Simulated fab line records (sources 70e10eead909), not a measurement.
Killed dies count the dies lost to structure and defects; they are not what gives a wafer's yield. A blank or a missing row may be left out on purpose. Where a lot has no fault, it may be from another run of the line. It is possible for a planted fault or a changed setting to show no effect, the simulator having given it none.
fab line records	flow nandHarc
record lots=6	wafers=18	lastDay=33
route steps=1302 shown P_GATE@202 END@1302
lots that met no fault: taken from a fault-free run of the same line
startH: hours from the record's first day to the start of the lot's first wafer shown	waitH: hours elapsed since this lot's preceding step	" the same as in the row above	L1.1+2: a row that stands for several wafers	- no value present, or no start provided	* or withheld: withheld	< > ~ a bound
route shown NAME@n: NAME is a module with steps in the file, n the number in the route of the first one	usual: average and standard deviation across the fault-free wafers	same: alike in all rows	chamber/n: place in a boat	sites: readings site by site	_std_site: how widely they spread, as a standard deviation	_edge_site: inner sites' mean taken away from outer sites' mean	radiusMm: how far each site lies from the wafer's centre	mask NAME#n: copy n	behind: tool/chamber where the wafer was last shaped	hold: what put the lot on hold/how long, in hours/how the hold closed	device: whichever transistor did not switch (one of n, p or np)	end of line: tests run on the same wafers once the route is complete	for a step that has no rows: nothing shown but its recipe	killed: dies lost to structure and defects at the first sort, not the wafer's yield	map: dies across one wafer; x = killed, . = not, _ = none there
set.NAME: the setting that was run; set.NAME@STEP: the one run at that earlier step	model.NAME: the simulator's own value behind a step, which no gauge read
certain route steps with their lots: each step a table, each wafer a row
services: a tool's chamber out of use, with start hour (startH, from the record's first day; less than 0 if before it), hours out, and reason
## steps
# step NHARC_P_GATE_DESCUM_93
# recipe timeS=3	o2FlowSccm=200	arFlowSccm=0	biasPowerW=0	chemistry=O2
# step NHARC_P_GATE_IMPLANT_94
# recipe energyKev=60	doseCm2=2e+15	tiltDeg=7
# step NHARC_P_GATE_STRIP_113
# recipe powerW=1500	tempC=110	timeS=740	chemistry=N2/H2
# usual drypumpMotorCurrentA=5.5/0.65	heaterPowerW=91/7.1	tempC=109.98/0.13
lot.wafer	tool	chamber	startH	waitH	drypumpMotorCurrentA	heaterPowerW	rfHoursCounterH	tempC
L284.2	plasmaAsher-02	0	111.28	0.2	4.9	87	5	110.14
L284.3	"	1	"	"	5.0	103	-	110.02
L284.5	"	1	"	"	5.0	102	-	110.11
L288.2	plasmaAsher-01	1	149.06	0.2	6.6	89	32	110.00
L288.1	"	0	"	"	5.4	88	32	110.05
L288.5	"	0	"	"	5.4	87	-	109.95
L287.1	plasmaAsher-02	0	149.62	0.3	4.9	88	13	110.10
L287.5	"	1	"	"	5.0	100	-	109.88
L287.6	"	0	"	"	4.9	88	-	110.03
L289.1	plasmaAsher-01	0	165.34	0.2	5.4	88	36	110.09
L289.2	"	1	"	"	6.6	89	36	109.95
L289.6	"	1	"	"	6.6	89	-	109.96
L303.2	plasmaAsher-02	1	303.37	0.2	5.0	101	6	110.29
L303.3	"	1	"	"	5.0	101	-	110.28
L303.6	"	0	"	"	4.9	83	-	109.81
L307.2	plasmaAsher-02	0	342.98	0.2	5.0	82	16	109.94
L307.3	"	1	"	"	5.0	102	-	110.24
L307.6	"	1	"	"	5.0	100	-	109.95
# step NHARC_P_GATE_STRIP_95
# recipe powerW=1500	tempC=250	chemistry=O2
# usual drypumpMotorCurrentA=5.5/0.66	heaterPowerW=339/26	tempC=249.98/0.19
lot.wafer	tool	chamber	startH	waitH	drypumpMotorCurrentA	heaterPowerW	rfHoursCounterH	tempC
L284.2	plasmaAsher-02	0	112.00	0.6	4.9	325	6	249.83
L284.3	"	1	"	"	5.0	389	-	250.25
L284.5	"	1	"	"	5.0	384	-	249.99
L288.2	plasmaAsher-01	1	149.77	0.6	6.6	338	33	250.01
L288.1	"	0	"	"	5.4	339	33	249.45
L288.5	"	0	"	"	5.3	328	-	249.80
L287.1	plasmaAsher-02	0	150.23	0.5	4.9	318	13	250.26
L287.5	"	1	"	"	5.0	388	-	250.10
L287.6	"	0	"	"	4.9	331	-	250.03
L289.1	plasmaAsher-01	0	166.05	0.6	5.3	328	37	249.99
L289.2	"	1	"	"	6.6	335	37	250.33
L289.6	"	1	"	"	6.6	337	-	250.15
L303.2	plasmaAsher-02	1	304.08	0.6	5.0	391	7	250.07
L303.3	"	1	"	"	5.0	378	-	250.04
L303.6	"	0	"	"	4.9	315	-	249.93
L307.2	plasmaAsher-02	0	343.70	0.6	4.9	312	17	250.24
L307.3	"	1	"	"	5.0	377	-	249.78
L307.6	"	1	"	"	5.0	374	-	250.04
# step NHARC_P_GATE_STRIP_96
# recipe timeS=900	tempC=130	chemistry=SPM
# step NHARC_P_GATE_RTA_64
# recipe tempC=1050	timeS=1
# usual lampPowerPct=37.0/2.8	lamp_zone_7_pct=37.5/2.8	wafer_temp_C_max=1056.9/1.8
lot.wafer	tool	chamber	startH	waitH	lampPowerPct	lamp_zone_7_pct	wafer_temp_C_max
L284.2	rtpAnneal-01	0	112.59	-	39.9	40.4	1060.7
L284.3	"	0	"	"	39.8	40.4	1056.1
L284.5	"	0	"	"	39.9	40.3	1056.8
L288.1	rtpAnneal-02	0	150.33	-	34.2	34.6	1055.7
L288.2	"	0	"	"	34.2	34.7	1055.1
L288.5	"	0	"	"	34.3	34.7	1056.1
L287.1	rtpAnneal-02	0	150.80	-	34.2	34.7	1055.1
L287.5	"	0	"	"	34.3	34.7	1058.0
L287.6	"	0	"	"	34.2	34.7	1055.1
L289.1	rtpAnneal-01	0	166.61	-	39.9	40.3	1060.1
L289.2	"	0	"	"	39.8	40.3	1060.5
L289.6	"	0	"	"	39.8	40.4	1061.4
L303.2	rtpAnneal-02	0	304.68	-	34.3	34.7	1056.3
L303.3	"	0	"	"	34.2	34.7	1056.1
L303.6	"	0	"	"	34.3	34.7	1057.0
L307.2	rtpAnneal-01	0	344.30	-	39.7	40.3	1056.5
L307.3	"	0	"	"	39.8	40.2	1057.5
L307.6	"	0	"	"	39.8	40.2	1057.9
# step NHARC_P_GATE_ETCH_77
# recipe targetDepthA=60	chemistry=dHF	material=SiO2
# step NHARC_P_GATE_DEGAS_109
# recipe tempC=300	timeS=60
# step NHARC_P_GATE_PRE_CLEAN_110
# recipe timeS=30	biasV=200	gas=Ar
# step NHARC_P_GATE_SPUTTER_78
# recipe targetThkA=100	material=Ni
# step NHARC_P_GATE_SPUTTER_79
# recipe targetThkA=100	material=TiN
# step NHARC_P_GATE_RTA_80
# recipe tempC=300	timeS=30
# usual lampPowerPct=2.22/0.16	lamp_zone_7_pct=2.33/0.17	wafer_temp_C_max=302.0/0.46
lot.wafer	tool	chamber	startH	waitH	lampPowerPct	lamp_zone_7_pct	wafer_temp_C_max
L284.2	rtpAnneal-01	0	113.27	-	2.38	2.50	301.8
L284.3	"	0	"	"	2.38	2.50	302.7
L284.5	"	0	"	"	2.38	2.49	302.2
L288.1	rtpAnneal-02	0	150.97	-	2.04	2.14	302.1
L288.2	"	0	"	"	2.04	2.14	301.8
L288.5	"	0	"	"	2.04	2.14	302.1
L287.1	rtpAnneal-02	0	151.42	-	2.04	2.14	301.9
L287.5	"	0	"	"	2.04	2.14	302.1
L287.6	"	0	"	"	2.04	2.14	302.0
L289.1	rtpAnneal-01	0	167.21	-	2.37	2.49	302.8
L289.2	"	0	"	"	2.37	2.48	302.4
L289.6	"	0	"	"	2.37	2.49	302.6
L303.2	rtpAnneal-01	0	305.28	-	2.38	2.50	302.7
L303.3	"	0	"	"	2.38	2.50	303.0
L303.6	"	0	"	"	2.38	2.50	302.8
L307.2	rtpAnneal-02	0	344.90	-	2.04	2.14	301.9
L307.3	"	0	"	"	2.04	2.14	302.1
L307.6	"	0	"	"	2.05	2.14	301.6
# step NHARC_P_GATE_STRIP_67
# recipe timeS=600	tempC=130	chemistry=SPM
# usual bathGuardTempC=130.2/0.48	tempC=130.00/0.15
lot.wafer	tool	chamber	startH	waitH	bathGuardTempC	tempC
L284.5	wetBench-04	6	113.45	0.1	129.9	130.06
L284.2	"	7	"	"	130.4	129.99
L284.3	"	0	"	"	130.3	130.31
L288.1	wetBench-02	5	151.20	0.2	130.1	129.90
L288.5	"	6	"	"	129.8	129.92
L288.2	"	7	"	"	129.2	130.15
L287.5	wetBench-02	1	151.62	0.1	125.1	124.16
L287.6	"	3	"	"	124.6	124.16
L287.1	"	4	"	"	123.9	124.36
L289.2	wetBench-02	0	167.41	0.1	124.0	124.09
L289.1	"	2	"	"	125.1	124.29
L289.6	"	3	"	"	124.4	124.10
L303.3	wetBench-01	6	305.46	0.1	130.3	129.84
L303.6	"	7	"	"	130.0	129.60
L303.2	"	0	"	"	129.5	129.57
L307.2	wetBench-02	1	345.07	0.1	130.5	130.17
L307.3	"	3	"	"	130.7	130.05
L307.6	"	5	"	"	130.2	130.10
# step NHARC_P_GATE_RTA_82
# recipe tempC=450	timeS=30
# usual lampPowerPct=4.3/0.32	lamp_zone_7_pct=4.5/0.34	wafer_temp_C_max=452.8/0.63
lot.wafer	tool	chamber	startH	waitH	lampPowerPct	lamp_zone_7_pct	wafer_temp_C_max
L284.2	rtpAnneal-01	0	113.73	-	4.7	4.9	452.6
L284.3	"	0	"	"	4.7	4.9	453.0
L284.5	"	0	"	"	4.7	4.9	453.1
L288.1	rtpAnneal-01	0	151.46	-	4.7	4.9	453.7
L288.2	"	0	"	"	4.7	4.9	453.0
L288.5	"	0	"	"	4.7	4.9	453.0
L287.1	rtpAnneal-02	0	151.88	-	4.0	4.2	452.3
L287.5	"	0	"	"	4.0	4.2	452.3
L287.6	"	0	"	"	4.0	4.2	451.9
L289.1	rtpAnneal-01	0	167.67	-	4.7	4.9	452.6
L289.2	"	0	"	"	4.7	4.9	452.6
L289.6	"	0	"	"	4.7	4.9	452.9
L303.2	rtpAnneal-02	0	305.73	-	4.0	4.2	452.0
L303.3	"	0	"	"	4.0	4.2	452.7
L303.6	"	0	"	"	4.0	4.2	452.5
L307.2	rtpAnneal-02	0	345.36	-	4.0	4.2	452.2
L307.3	"	0	"	"	4.0	4.2	453.0
L307.6	"	0	"	"	4.0	4.2	452.4
# step NHARC_END_SORT_01
# recipe tempC=25
# usual killedAtArray=54/20	killedAtOther=0.9/1.1	killedAtPeriphery=3.8/2.4	killedDies=58/20	killedOpen=3.5/1.9	killedShort=2.5/1.6
# same grossDies=677
lot.wafer	tool	chamber	startH	waitH	killedAtArray	killedAtOther	killedAtPeriphery	killedDies	killedOpen	killedShort
L284.2	prober-01	0	577.09	2.8	27	0	2	29	1	2
L284.3	prober-01	0	577.90	3.1	38	2	2	42	7	5
L284.5	prober-01	0	579.52	3.7	41	0	2	43	1	3
L287.1	prober-01	0	617.14	2.5	24	2	1	27	0	3
L287.5	prober-01	0	620.30	3.7	29	3	0	32	4	4
L287.6	prober-01	0	621.09	3.9	19	3	1	23	0	1
L289.1	prober-01	0	624.90	2.5	61	0	4	65	6	3
L289.2	prober-01	0	625.70	2.8	41	0	2	43	1	3
L289.6	prober-01	0	628.89	4.0	58	2	3	63	8	2
L288.1	prober-02	0	625.06	2.5	84	0	1	85	2	2
L288.2	prober-02	0	625.87	2.8	96	1	2	99	2	3
L288.5	prober-02	0	628.30	3.7	95	3	0	98	1	2
L303.2	prober-02	0	765.81	2.8	45	3	6	54	3	1
L303.3	prober-02	0	766.63	3.1	57	0	3	60	3	4
L303.6	prober-02	0	769.09	4.1	69	0	3	72	3	4
L307.2	prober-01	0	798.02	2.8	58	1	0	59	2	5
L307.3	prober-01	0	798.81	3.1	69	0	3	72	2	6
L307.6	prober-01	0	801.17	3.9	60	1	7	68	5	2
# killed by level:class
L284.2 A_SLIT:chamberFilmFlake=9 A_CHANNEL_HOLE_D2:chamberFilmFlake=8 A_STAIRCASE:chamberFilmFlake=4 A_CONTACT:chamberFilmFlake=4 P_M1:geometricParticle:short=1 A_CHANNEL_FILL_D1:geometricParticle:short=1 A_DECK1_JOINT:geometricParticle:open=1 P_GATE:chamberFilmFlake=1
L284.3 A_SLIT:chamberFilmFlake=15 A_STAIRCASE:chamberFilmFlake=5 A_CHANNEL_FILL_D2:geometricParticle:open=3 A_CHANNEL_HOLE_D2:chamberFilmFlake=3 A_DECK1_JOINT:geometricParticle:short=2 A_M0:geometricParticle:open=2 A_CHANNEL_FILL_D1:chamberFilmFlake=2 A_WL_FILL:chamberFilmFlake=2
L284.5 A_SLIT:chamberFilmFlake=25 A_CHANNEL_HOLE_D2:chamberFilmFlake=7 A_STAIRCASE:chamberFilmFlake=3 A_CONTACT:chamberFilmFlake=3 A_CHANNEL_FILL_D1:geometricParticle:short=2 P_M2:geometricParticle:open=1 A_CHANNEL_FILL_D2:geometricParticle:short=1 P_GATE:chamberFilmFlake=1
L287.1 A_ZERO_WELL:chamberFilmFlake=6 A_CONTACT:chamberFilmFlake=6 A_CHANNEL_HOLE_D2:chamberFilmFlake=5 A_ONON_D2:geometricParticle:short=2 A_STAIRCASE:chamberFilmFlake=2 THIN_TSV:chamberFilmFlake=2 A_SOURCE_PLATE:geometricParticle:short=1 P_M0:chamberFilmFlake=1
L287.5 A_CHANNEL_HOLE_D1:chamberFilmFlake=6 A_STAIRCASE:chamberFilmFlake=5 A_CHANNEL_HOLE_D2:chamberFilmFlake=4 A_CONTACT:chamberFilmFlake=4 THIN_TSV:chamberFilmFlake=3 A_DECK1_JOINT:geometricParticle:open=2 A_ONON_D2:geometricParticle:short=2 A_CHANNEL_HOLE_D1:geometricParticle:short=1
L287.6 A_CHANNEL_HOLE_D2:chamberFilmFlake=8 A_CONTACT:chamberFilmFlake=6 A_ZERO_WELL:chamberFilmFlake=3 THIN_TSV:chamberFilmFlake=3 A_CHANNEL_FILL_D1:geometricParticle:short=1 P_ZERO_WELL:chamberFilmFlake=1 A_SLIT:chamberFilmFlake=1
L289.1 A_SLIT:chamberFilmFlake=25 A_CHANNEL_HOLE_D2:chamberFilmFlake=20 P_CONTACT:geometricParticle:open=2 A_CHANNEL_HOLE_D1:chamberFilmFlake=2 A_STAIRCASE:chamberFilmFlake=2 A_WL_FILL:chamberFilmFlake=2 A_CHANNEL_FILL_D1:geometricParticle:open=1 A_DECK1_JOINT:geometricParticle:short=1
L288.1 A_CHANNEL_HOLE_D2:chamberFilmFlake=30 A_CHANNEL_HOLE_D1:chamberFilmFlake=22 A_SLIT:chamberFilmFlake=12 A_STAIRCASE:chamberFilmFlake=9 A_DECK1_JOINT:chamberFilmFlake=4 A_CHANNEL_FILL_D2:chamberFilmFlake=3 P_M1:geometricParticle:open=1 A_ONON_D1:geometricParticle:short=1
L289.2 A_CHANNEL_HOLE_D2:chamberFilmFlake=21 A_SLIT:chamberFilmFlake=9 A_DECK1_JOINT:chamberFilmFlake=3 A_CONTACT:chamberFilmFlake=2 A_CHANNEL_HOLE_D1:chamberFilmFlake=2 A_CHANNEL_FILL_D2:geometricParticle:short=1 A_WL_FILL:geometricParticle:short=1 A_M0:geometricParticle:short=1
L288.2 A_SLIT:chamberFilmFlake=29 A_CHANNEL_HOLE_D2:chamberFilmFlake=26 A_CHANNEL_HOLE_D1:chamberFilmFlake=24 A_ZERO_WELL:chamberFilmFlake=3 A_STAIRCASE:chamberFilmFlake=3 P_ZERO_WELL:chamberFilmFlake=2 A_CHANNEL_FILL_D2:chamberFilmFlake=2 A_CONTACT:chamberFilmFlake=2
L288.5 A_SLIT:chamberFilmFlake=29 A_CHANNEL_HOLE_D1:chamberFilmFlake=23 A_CHANNEL_HOLE_D2:chamberFilmFlake=23 A_STAIRCASE:chamberFilmFlake=12 A_ZERO_WELL:chamberFilmFlake=3 THIN_TSV:chamberFilmFlake=3 A_CHANNEL_FILL_D2:geometricParticle:short=1 A_WL_FILL:geometricParticle:short=1
L289.6 A_CHANNEL_HOLE_D2:chamberFilmFlake=34 A_SLIT:chamberFilmFlake=10 A_WL_FILL:geometricParticle:open=2 P_STI:chamberFilmFlake=2 A_CHANNEL_HOLE_D1:chamberFilmFlake=2 A_CONTACT:chamberFilmFlake=2 THIN_TSV:chamberFilmFlake=2 P_GATE:geometricParticle:open=1
L303.2 A_SLIT:chamberFilmFlake=29 A_CHANNEL_HOLE_D1:chamberFilmFlake=8 P_M2:chamberFilmFlake=3 P_GATE:chamberFilmFlake=2 A_DECK1_JOINT:chamberFilmFlake=2 A_CHANNEL_FILL_D2:geometricParticle:open=1 A_WL_FILL:geometricParticle:short=1 A_M0:geometricParticle:open=1
L303.3 A_SLIT:chamberFilmFlake=31 A_CONTACT:chamberFilmFlake=10 A_CHANNEL_HOLE_D1:chamberFilmFlake=4 A_CHANNEL_FILL_D1:geometricParticle:open=2 A_WL_FILL:geometricParticle:short=2 P_M2:chamberFilmFlake=2 A_CHANNEL_FILL_D1:geometricParticle:short=1 A_DECK1_JOINT:geometricParticle:open=1
L303.6 A_SLIT:chamberFilmFlake=41 A_CHANNEL_HOLE_D1:chamberFilmFlake=8 A_CONTACT:chamberFilmFlake=6 P_M2:chamberFilmFlake=3 A_STAIRCASE:chamberFilmFlake=3 A_WL_FILL:geometricParticle:short=2 A_DECK1_JOINT:chamberFilmFlake=2 A_SOURCE_PLATE:geometricParticle:open=1
L307.2 A_CHANNEL_HOLE_D1:chamberFilmFlake=21 A_SLIT:chamberFilmFlake=14 A_CONTACT:chamberFilmFlake=11 A_CHANNEL_HOLE_D2:chamberFilmFlake=4 A_CHANNEL_FILL_D2:geometricParticle:short=2 A_CHANNEL_FILL_D1:geometricParticle:short=1 A_WL_FILL:geometricParticle:open=1 A_WL_FILL:geometricParticle:short=1
L307.3 A_SLIT:chamberFilmFlake=35 A_CHANNEL_HOLE_D1:chamberFilmFlake=10 A_CONTACT:chamberFilmFlake=10 A_CHANNEL_HOLE_D2:chamberFilmFlake=4 A_STAIRCASE:chamberFilmFlake=3 A_CHANNEL_FILL_D2:geometricParticle:short=2 P_GATE:geometricParticle:short=1 P_CONTACT:geometricParticle:short=1
L307.6 A_CHANNEL_HOLE_D1:chamberFilmFlake=19 A_CONTACT:chamberFilmFlake=19 A_SLIT:chamberFilmFlake=11 A_CHANNEL_HOLE_D2:chamberFilmFlake=5 A_M1:geometricParticle:open=2 P_STI:geometricParticle:open=1 P_STI:geometricParticle:short=1 P_M1:geometricParticle:open=1
## services
tool	chamber	startH	hours	kind
wetBench-01	-	101.64	8.0	pm
plasmaAsher-01	0	166.11	9.0	ventCycle
plasmaAsher-01	0	175.11	-	clean
plasmaAsher-01	1	175.11	-	clean
wetBench-02	-	244.00	8.0	pm
plasmaAsher-02	-	249.07	9.0	pm
plasmaAsher-02	0	249.07	9.0	ventCycle
plasmaAsher-02	1	249.07	9.0	ventCycle
wetBench-04	-	249.09	8.0	pm
wetBench-02	0	252.00	-	consumableReplace:bath
wetBench-02	0	252.00	-	consumableReplace:filter
wetBench-02	1	252.00	-	consumableReplace:bath
wetBench-02	1	252.00	-	consumableReplace:filter
wetBench-02	2	252.00	-	consumableReplace:bath
wetBench-02	2	252.00	-	consumableReplace:filter
wetBench-02	3	252.00	-	consumableReplace:bath
wetBench-02	3	252.00	-	consumableReplace:filter
wetBench-02	4	252.00	-	consumableReplace:bath
wetBench-02	-	257.79	0.5	repair
plasmaAsher-02	0	258.07	-	clean
plasmaAsher-02	1	258.07	-	clean
plasmaAsher-02	-	271.47	13.1	repair
wetBench-01	-	277.64	8.0	pm
plasmaAsher-01	-	343.11	9.0	pm
## key
firstSign step=NHARC_P_GATE_STRIP_67	reading=tempC	direction=down	sigmas=38	usual=*	struck=*
effect step=NHARC_P_GATE_STRIP_67	reading=bathGuardTempC	direction=down	sigmas=12	usual=*	struck=*
metAt NHARC_P_GATE_STRIP_67
struckWafers L287.1,L287.5,L287.6,L289.1,L289.2,L289.6
testerLeftOut L287,L289
onsetBetween 151.20 151.62
fault kind=processParameterDrift	tool=wetBench-02	chamber=-	onsetH=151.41	steps=NHARC_P_GATE_STRIP_67	channel=tempC	offset=*	shape=step	endH=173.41	actsIn=*	stated=*
# testerLeftOut: of these lots the tester's yield and bins aren't shown, on N5 and GAA mostly nor the transistor test; their killed dies are dies lost to structure and defects alone, not to doping, threshold or leakage, so they don't give the yield
